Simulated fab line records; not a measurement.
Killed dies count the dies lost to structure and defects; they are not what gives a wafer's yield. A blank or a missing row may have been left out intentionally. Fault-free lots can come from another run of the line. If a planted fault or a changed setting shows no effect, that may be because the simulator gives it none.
The tool behind it: which one?    flow n5 finfet    35 wafers from 12 lots sampled at 2 of the route's 1938 steps

== WHAT EACH GAUGE READ, for each wafer ==
N5_HKMG_FIN_INSPECT_14: inspects for defects (macro).
lot   measured     on                 raw defect count
L476  day 4 11:04  defect inspect-02  2 1 3
L477  day 4 16:53  defect inspect-01  3 1 1
L478  day 5 00:55  defect inspect-02  1 1 5
L479  day 5 03:30  defect inspect-02  3 5 1
L481  day 5 14:14  defect inspect-01  3 2 1
L482  day 5 22:55  defect inspect-01  0 3 2
L483  day 6 05:13  defect inspect-02  1 2 1
L484  day 6 13:23  defect inspect-02  1 0 1
L486  day 6 20:50  defect inspect-02  4 2 2
L493  day 8 16:35  defect inspect-02  2 0
L495  day 9 05:31  defect inspect-02  5 2 2
L497  day 9 22:13  defect inspect-02  4 2 1

== TOOL THAT RAN EACH LOT (tool first, then ch and the chambers of the sampled wafers, then the start) ==
lot   N5_HKMG_FIN_STRIP_93
L476  rie diel-04 ch 2,3, day 4 08:27
L477  rie diel-04 ch 0,1,3, day 4 14:05
L478  rie diel-03 ch 2,3, day 4 22:00
L479  rie diel-05 ch 0,2,3, day 5 00:47
L481  rie diel-04 ch 0,1,3, day 5 11:29
L482  rie diel-04 ch 0,1, day 5 19:58
L483  rie diel-05 ch 0,1,2, day 6 02:31
L484  rie diel-05 ch 1,2, day 6 10:46
L486  rie diel-04 ch 0,1,2, day 6 18:13
L493  rie diel-05 ch 0,2, day 8 13:58
L495  rie diel-03 ch 0,1,2, day 9 02:48
L497  rie diel-05 ch 1,3, day 9 19:41
- N5_HKMG_FIN_STRIP_93: strips SOC in N2/H2, time 20 s.

== AS READ BY THE TOOLS THEMSELVES (means over the sampled wafers that have a number; for cases with no such wafer, the mark the record gives instead) ==
N5_HKMG_FIN_STRIP_93.
lot   tool         drypump motor current A (A)  oes product au (a.u.)  rf vpp V (V)  showerhead plenum p Torr (Torr)  throttle valve pct (%)
L476  rie diel-04  6.1                          0.78                   54.7          3.38                             19.6
L477  rie diel-04  6.3                          0.74                   54.4          3.43                             19.1
L478  rie diel-03  5.6                          0.81                   54.4          3.42                             19.0
L479  rie diel-05  5.7                          0.91                   54.3          3.42                             18.6
L481  rie diel-04  6.3                          0.73                   54.3          3.43                             19.1
L482  rie diel-04  6.4                          0.71                   54.5          3.47                             19.1
L483  rie diel-05  5.6                          0.83                   54.7          3.49                             18.8
L484  rie diel-05  5.5                          0.83                   53.5          3.44                             19.0
L486  rie diel-04  6.3                          0.72                   53.8          3.43                             19.3
L493  rie diel-05  5.5                          0.86                   54.4          3.47                             18.6
L495  rie diel-03  5.6                          0.77                   54.1          3.40                             18.8
L497  rie diel-05  5.6                          0.74                   54.0          3.40                             19.1

== THE ANSWER, worked out from the rows above alone ==
Rule: the lots themselves supply what counts as usual. Put in order of their means at a reading, lots are off if they are a third of the lots or fewer, leave a main group of 4 or more, and stand apart from it by a gap of 3 or more times the standard deviation of the main group's means; of several such gaps the widest counts. A main group whose means are all the same, to the digits that the tables above print for the reading, isn't used. A lot without any number at a reading at which 4 lots or more have one is off too. The other lots that the step has rows for count as sound. Order of review: gauges by route order, followed by the tools' own readings, for which a lot's mean as printed above is used. The first step at which some lot is off is used, and at that step the reading that is off furthest; a lot without a number counts as furthest.
No lot is off on any of the readings shown, so nothing can be concluded from this.

== WHAT THE SIMULATOR HAD PUT IN ==
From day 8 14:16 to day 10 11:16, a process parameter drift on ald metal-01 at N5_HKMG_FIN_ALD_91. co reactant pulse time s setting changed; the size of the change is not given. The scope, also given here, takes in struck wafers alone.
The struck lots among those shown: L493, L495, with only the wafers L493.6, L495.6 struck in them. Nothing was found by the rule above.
